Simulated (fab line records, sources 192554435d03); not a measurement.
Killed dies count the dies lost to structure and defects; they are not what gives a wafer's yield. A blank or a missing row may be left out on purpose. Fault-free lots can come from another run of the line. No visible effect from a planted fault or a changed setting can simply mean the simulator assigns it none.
A sampling plan put to the test ; flow n5-finfet ; one line in one fab, 46 faults in these records, each fault weighed on the records of the lots it struck
The plan consists of the line's own looks: route steps at which the wafer is read by a gauge or an inspection but not changed. Where struck wafers have a number at a look and the file lists that look's usual mean and standard deviation on fault-free wafers, the look can be judged. Caught: at a look after the fault's first step, the mean of the struck wafers lies 4 or more of those standard deviations (sigma) from the usual mean. On the tool: the same test on the tool's own readings at the fault's steps. Caught also covers a different recipe on the struck wafers, or a record left blank for those wafers only.

THE FAULTS, as the simulator had put them in
1. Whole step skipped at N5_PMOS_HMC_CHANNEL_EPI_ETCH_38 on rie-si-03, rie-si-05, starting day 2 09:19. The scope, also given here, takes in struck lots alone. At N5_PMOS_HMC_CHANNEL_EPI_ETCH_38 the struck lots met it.
2. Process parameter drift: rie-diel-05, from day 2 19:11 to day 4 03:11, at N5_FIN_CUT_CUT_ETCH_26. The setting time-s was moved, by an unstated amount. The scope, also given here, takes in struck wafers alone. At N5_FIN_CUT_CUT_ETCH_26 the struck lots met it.
3. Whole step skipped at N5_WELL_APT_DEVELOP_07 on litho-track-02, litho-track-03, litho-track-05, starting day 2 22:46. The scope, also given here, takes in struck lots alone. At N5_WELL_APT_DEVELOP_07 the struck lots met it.
4. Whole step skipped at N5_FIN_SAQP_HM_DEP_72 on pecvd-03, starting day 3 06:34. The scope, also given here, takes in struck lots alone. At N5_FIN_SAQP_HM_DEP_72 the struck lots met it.
5. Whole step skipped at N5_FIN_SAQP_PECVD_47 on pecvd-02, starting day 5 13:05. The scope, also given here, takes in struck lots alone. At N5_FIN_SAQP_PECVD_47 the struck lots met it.
6. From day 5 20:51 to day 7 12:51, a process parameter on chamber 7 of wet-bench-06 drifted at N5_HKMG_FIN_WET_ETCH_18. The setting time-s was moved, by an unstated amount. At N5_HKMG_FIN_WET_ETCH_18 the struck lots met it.
7. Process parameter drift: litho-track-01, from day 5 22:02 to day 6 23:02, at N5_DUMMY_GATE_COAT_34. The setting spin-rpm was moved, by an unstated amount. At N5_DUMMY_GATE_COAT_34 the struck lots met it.
8. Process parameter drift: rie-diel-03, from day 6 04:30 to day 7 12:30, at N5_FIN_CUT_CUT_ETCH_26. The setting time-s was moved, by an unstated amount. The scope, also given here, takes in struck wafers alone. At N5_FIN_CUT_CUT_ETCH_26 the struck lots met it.
9. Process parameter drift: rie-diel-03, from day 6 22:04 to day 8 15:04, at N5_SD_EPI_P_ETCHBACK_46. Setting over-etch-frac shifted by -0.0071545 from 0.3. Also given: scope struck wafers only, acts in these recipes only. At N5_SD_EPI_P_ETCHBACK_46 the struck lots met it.
10. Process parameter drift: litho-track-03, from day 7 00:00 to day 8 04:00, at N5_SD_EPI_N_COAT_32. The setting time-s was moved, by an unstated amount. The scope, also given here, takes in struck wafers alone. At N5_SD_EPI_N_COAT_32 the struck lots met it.
11. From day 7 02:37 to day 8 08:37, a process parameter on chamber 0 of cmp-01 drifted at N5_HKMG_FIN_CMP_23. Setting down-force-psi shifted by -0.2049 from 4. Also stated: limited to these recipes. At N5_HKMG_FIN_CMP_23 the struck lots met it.
12. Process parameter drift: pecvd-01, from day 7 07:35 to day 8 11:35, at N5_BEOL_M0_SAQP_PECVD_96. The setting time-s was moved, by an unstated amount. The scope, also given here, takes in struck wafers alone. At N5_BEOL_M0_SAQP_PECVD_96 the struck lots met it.
13. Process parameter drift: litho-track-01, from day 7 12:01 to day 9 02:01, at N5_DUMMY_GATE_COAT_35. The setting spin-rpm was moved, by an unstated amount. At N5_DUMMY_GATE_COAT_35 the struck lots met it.
14. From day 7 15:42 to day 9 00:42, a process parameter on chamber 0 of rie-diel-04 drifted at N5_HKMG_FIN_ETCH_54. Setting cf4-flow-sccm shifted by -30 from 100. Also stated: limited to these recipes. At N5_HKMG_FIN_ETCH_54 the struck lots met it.
15. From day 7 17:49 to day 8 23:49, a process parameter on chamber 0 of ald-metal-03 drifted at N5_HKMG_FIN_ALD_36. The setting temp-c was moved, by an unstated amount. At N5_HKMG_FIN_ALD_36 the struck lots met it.
16. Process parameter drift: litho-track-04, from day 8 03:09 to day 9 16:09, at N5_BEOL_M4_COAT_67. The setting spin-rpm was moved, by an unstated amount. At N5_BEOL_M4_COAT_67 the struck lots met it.
17. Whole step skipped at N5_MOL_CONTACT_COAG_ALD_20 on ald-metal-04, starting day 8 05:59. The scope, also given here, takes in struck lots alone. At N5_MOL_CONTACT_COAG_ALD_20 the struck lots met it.
18. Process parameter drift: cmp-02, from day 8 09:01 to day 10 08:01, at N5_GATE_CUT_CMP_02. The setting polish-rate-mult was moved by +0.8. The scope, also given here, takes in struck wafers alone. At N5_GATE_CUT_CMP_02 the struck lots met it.
19. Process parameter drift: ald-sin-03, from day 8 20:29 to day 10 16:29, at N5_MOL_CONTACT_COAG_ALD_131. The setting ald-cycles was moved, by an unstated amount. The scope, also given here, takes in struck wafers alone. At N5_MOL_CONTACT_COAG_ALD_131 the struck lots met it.
20. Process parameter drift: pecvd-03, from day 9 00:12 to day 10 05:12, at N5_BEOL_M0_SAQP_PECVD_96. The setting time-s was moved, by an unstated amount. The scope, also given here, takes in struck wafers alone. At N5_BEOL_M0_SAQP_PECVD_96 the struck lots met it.
21. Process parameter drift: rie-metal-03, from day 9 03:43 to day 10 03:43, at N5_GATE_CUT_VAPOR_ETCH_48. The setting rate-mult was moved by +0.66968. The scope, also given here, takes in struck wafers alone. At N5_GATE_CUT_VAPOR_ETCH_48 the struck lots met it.
22. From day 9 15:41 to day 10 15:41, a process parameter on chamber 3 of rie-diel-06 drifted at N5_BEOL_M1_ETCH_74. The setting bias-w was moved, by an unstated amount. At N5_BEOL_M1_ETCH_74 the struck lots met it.
23. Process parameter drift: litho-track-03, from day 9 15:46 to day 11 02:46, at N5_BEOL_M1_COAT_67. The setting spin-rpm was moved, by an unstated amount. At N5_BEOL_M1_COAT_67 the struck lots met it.
24. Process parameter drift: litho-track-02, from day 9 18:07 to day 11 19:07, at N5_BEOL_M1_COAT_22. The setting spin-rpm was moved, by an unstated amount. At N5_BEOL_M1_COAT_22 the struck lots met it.
25. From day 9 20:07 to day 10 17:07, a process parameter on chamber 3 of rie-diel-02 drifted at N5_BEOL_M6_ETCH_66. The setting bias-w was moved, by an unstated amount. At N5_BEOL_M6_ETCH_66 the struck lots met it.
26. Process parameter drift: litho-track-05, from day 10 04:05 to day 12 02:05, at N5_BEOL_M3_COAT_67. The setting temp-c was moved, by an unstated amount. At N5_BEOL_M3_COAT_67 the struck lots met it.
27. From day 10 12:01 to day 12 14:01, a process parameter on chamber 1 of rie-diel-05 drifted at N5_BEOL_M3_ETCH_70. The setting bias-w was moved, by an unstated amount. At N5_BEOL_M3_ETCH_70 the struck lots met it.
28. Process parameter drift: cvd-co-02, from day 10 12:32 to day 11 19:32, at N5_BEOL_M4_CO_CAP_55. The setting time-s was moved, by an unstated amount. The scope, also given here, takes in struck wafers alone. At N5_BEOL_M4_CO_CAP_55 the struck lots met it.
29. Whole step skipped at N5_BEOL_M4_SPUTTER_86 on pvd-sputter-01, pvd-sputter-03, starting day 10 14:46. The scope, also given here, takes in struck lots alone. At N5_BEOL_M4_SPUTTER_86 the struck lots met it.
30. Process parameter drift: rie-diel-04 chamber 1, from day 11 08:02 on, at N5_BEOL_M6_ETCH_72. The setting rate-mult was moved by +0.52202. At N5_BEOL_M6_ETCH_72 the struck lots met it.
31. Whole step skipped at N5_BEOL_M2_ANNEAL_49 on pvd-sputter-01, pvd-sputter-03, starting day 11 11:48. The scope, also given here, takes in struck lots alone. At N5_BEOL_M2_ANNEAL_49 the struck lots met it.
32. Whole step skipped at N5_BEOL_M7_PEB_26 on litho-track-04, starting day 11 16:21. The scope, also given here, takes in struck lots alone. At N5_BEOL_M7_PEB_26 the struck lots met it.
33. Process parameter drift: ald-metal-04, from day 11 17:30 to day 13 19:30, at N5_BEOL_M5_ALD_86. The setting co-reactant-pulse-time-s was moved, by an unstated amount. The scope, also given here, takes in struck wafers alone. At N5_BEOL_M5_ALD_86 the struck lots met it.
34. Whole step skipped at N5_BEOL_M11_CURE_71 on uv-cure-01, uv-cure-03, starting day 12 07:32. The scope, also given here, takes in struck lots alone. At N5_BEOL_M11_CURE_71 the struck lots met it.
35. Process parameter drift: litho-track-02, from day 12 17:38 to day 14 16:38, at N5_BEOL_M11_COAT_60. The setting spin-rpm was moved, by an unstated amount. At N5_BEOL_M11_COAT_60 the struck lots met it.
36. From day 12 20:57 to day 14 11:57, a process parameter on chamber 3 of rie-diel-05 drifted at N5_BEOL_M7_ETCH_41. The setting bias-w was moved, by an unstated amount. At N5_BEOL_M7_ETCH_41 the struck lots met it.
37. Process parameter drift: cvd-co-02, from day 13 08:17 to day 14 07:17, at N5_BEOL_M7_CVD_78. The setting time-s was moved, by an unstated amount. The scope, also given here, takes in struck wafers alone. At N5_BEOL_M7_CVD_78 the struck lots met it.
38. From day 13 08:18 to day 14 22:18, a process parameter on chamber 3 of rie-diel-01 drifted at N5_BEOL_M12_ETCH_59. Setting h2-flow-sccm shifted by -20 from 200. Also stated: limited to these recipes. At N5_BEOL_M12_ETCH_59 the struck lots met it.
39. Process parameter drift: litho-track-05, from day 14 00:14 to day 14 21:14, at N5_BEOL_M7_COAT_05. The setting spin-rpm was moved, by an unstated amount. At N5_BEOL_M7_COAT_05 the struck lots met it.
40. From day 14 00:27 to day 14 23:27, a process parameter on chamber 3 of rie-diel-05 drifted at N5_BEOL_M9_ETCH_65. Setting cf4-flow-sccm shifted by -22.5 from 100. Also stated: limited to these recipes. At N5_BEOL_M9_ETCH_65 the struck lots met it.
41. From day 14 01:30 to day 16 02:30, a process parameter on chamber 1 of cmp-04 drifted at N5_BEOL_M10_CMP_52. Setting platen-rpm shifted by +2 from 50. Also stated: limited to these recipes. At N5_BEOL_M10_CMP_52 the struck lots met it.
42. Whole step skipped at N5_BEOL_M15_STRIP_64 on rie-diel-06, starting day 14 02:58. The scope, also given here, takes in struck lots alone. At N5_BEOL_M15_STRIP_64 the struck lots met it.
43. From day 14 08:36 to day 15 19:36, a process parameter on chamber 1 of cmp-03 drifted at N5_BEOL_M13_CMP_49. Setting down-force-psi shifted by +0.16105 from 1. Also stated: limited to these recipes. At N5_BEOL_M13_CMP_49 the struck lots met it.
44. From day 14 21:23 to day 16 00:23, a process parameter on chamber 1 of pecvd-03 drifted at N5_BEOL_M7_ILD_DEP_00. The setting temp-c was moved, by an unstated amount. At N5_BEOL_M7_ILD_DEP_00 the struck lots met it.
45. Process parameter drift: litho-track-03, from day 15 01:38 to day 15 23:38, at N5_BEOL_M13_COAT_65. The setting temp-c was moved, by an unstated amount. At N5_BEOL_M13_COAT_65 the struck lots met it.
46. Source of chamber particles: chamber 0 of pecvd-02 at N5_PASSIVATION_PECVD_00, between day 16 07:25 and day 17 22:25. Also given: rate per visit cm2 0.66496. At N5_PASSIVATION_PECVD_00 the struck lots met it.

WHAT THE PLAN SAW
fault;on the tool itself;first look that catches it;reading, sigma;median hours from its first step to that look;hours from the fault's start to the first struck lot there;judged looks passed uncaught
1;the tool's record is blank for the struck wafers;not the one look that can be judged after it;-;-;-;1
2;run-length-s -72 sigma;not the one look that can be judged after it;-;-;-;1
3;the tool's record is blank for the struck wafers;no look after it can be judged;-;-;-;0
4;the tool's record is blank for the struck wafers;no look after it can be judged;-;-;-;0
5;the tool's record is blank for the struck wafers;no look after it can be judged;-;-;-;0
6;under 2 sigma;N5_BEOL_M4_RC_MEAS_101;IOFF_N_LONG -4.9;106.8;145;1
7;spin-speed-rpm +36 sigma;not the one look that can be judged after it;-;-;-;1
8;run-length-s +51 sigma;not the one look that can be judged after it;-;-;-;1
9;under 2 sigma;not the one look that can be judged after it;-;-;-;1
10;run-length-s -99 or beyond sigma;none of the 2 looks that can be judged after it;-;-;-;2
11;head-pressure-psi -20 sigma;not the one look that can be judged after it;-;-;-;1
12;only faintly: run-length-s -3.5 sigma;not the one look that can be judged after it;-;-;-;1
13;spin-speed-rpm +99 or beyond sigma;not the one look that can be judged after it;-;-;-;1
14;cf4-flow-sccm -99 or beyond sigma;not the one look that can be judged after it;-;-;-;1
15;susceptor-temp-C +57 sigma;none of the 2 looks that can be judged after it;-;-;-;2
16;spin-speed-rpm +99 or beyond sigma;not the one look that can be judged after it;-;-;-;1
17;the tool's record is blank for the struck wafers;not the one look that can be judged after it;-;-;-;1
18;time-to-endpoint-s -4.7 sigma;not the one look that can be judged after it;-;-;-;1
19;under 2 sigma;not the one look that can be judged after it;strongest: SS_N at N5_BEOL_M4_RC_MEAS_101, +2.0;-;-;1
20;run-length-s +5.9 sigma;not the one look that can be judged after it;-;-;-;1
21;oes-product-au +6.2 sigma;not the one look that can be judged after it;-;-;-;1
22;bias-w +13 sigma;not the one look that can be judged after it;-;-;-;1
23;spin-speed-rpm +34 sigma;not the one look that can be judged after it;-;-;-;1
24;spin-speed-rpm +39 sigma;not the one look that can be judged after it;-;-;-;1
25;bias-w +69 sigma;no look after it can be judged;-;-;-;0
26;plate-temp-C -40 sigma;not the one look that can be judged after it;-;-;-;1
27;bias-w -64 sigma;not the one look that can be judged after it;-;-;-;1
28;run-length-s +99 or beyond sigma;not the one look that can be judged after it;-;-;-;1
29;the tool's record is blank for the struck wafers;not the one look that can be judged after it;-;-;-;1
30;etch-rf-on-time-s -21 sigma;no look after it can be judged;-;-;-;0
31;the tool's record is blank for the struck wafers;not the one look that can be judged after it;-;-;-;1
32;the tool's record is blank for the struck wafers;no look after it can be judged;-;-;-;0
33;under 2 sigma;no look after it can be judged;-;-;-;0
34;the tool's record is blank for the struck wafers;N5_BEOL_M11_THK_MEAS_01;M11_ILD_THK +11;0.4;3;0
35;spin-speed-rpm -92 sigma;no look after it can be judged;-;-;-;0
36;bias-w +50 sigma;none of the 2 looks that can be judged after it;-;-;-;2
37;run-length-s -99 or beyond sigma;no look after it can be judged;-;-;-;0
38;h2-flow-sccm -31 sigma;no look after it can be judged;-;-;-;0
39;spin-speed-rpm +42 sigma;no look after it can be judged;-;-;-;0
40;cf4-flow-sccm -79 sigma;no look after it can be judged;-;-;-;0
41;platen-rpm +58 sigma;not the one look that can be judged after it;-;-;-;1
42;the tool's record is blank for the struck wafers;no look after it can be judged;-;-;-;0
43;head-pressure-psi +72 sigma;not the one look that can be judged after it;-;-;-;1
44;susceptor-temp-C -19 sigma;no look after it can be judged;-;-;-;0
45;plate-temp-C -15 sigma;no look after it can be judged;-;-;-;0
46;under 2 sigma;no look after it can be judged;-;-;-;0
A dash: this means the fault isn't caught or the number doesn't appear in these records.

Caught at a look: 2 of 46. Caught on the tool: 40 of 46. By one or the other: 41 of 46.
Caught on the tool alone: faults 1, 2, 3, 4, 5, 7, 8, 10, 11, 13, 14, 15, 16, 17, 18, 20, 21, 22, 23, 24, 25, 26, 27, 28, 29, 30, 31, 32, 35, 36, 37, 38, 39, 40, 41, 42, 43, 44, 45.
Caught at a look alone: fault 6.
Caught by neither: faults 9, 12, 19, 33, 46.

THINNER SAMPLING
Were the look that catches a fault to measure just every second or every third lot (counted by lot number), the first struck lot would, at worst, be measured this late:
fault;struck lots at that look, in order of time;every lot;every second lot;every third lot
6;L753;145 h;may miss it;may miss it
34;L285, L288;3 h;13 h;may miss all 2
Hours: fault start to first struck lot measured. The test against the limit of 4 sigma pooled every struck wafer, which means one lot taken alone may stay below that limit. Other struck lots may not be in these records.

THE LONGEST TIMED WAY FROM STEP TO LOOK
For fault 6, N5_HKMG_FIN_WET_ETCH_18 and N5_BEOL_M4_RC_MEAS_101 are separated by a median of 106.8 hours. The look between them that can be judged stayed within 4 sigma: N5_BEOL_M4_INSPECT_59.
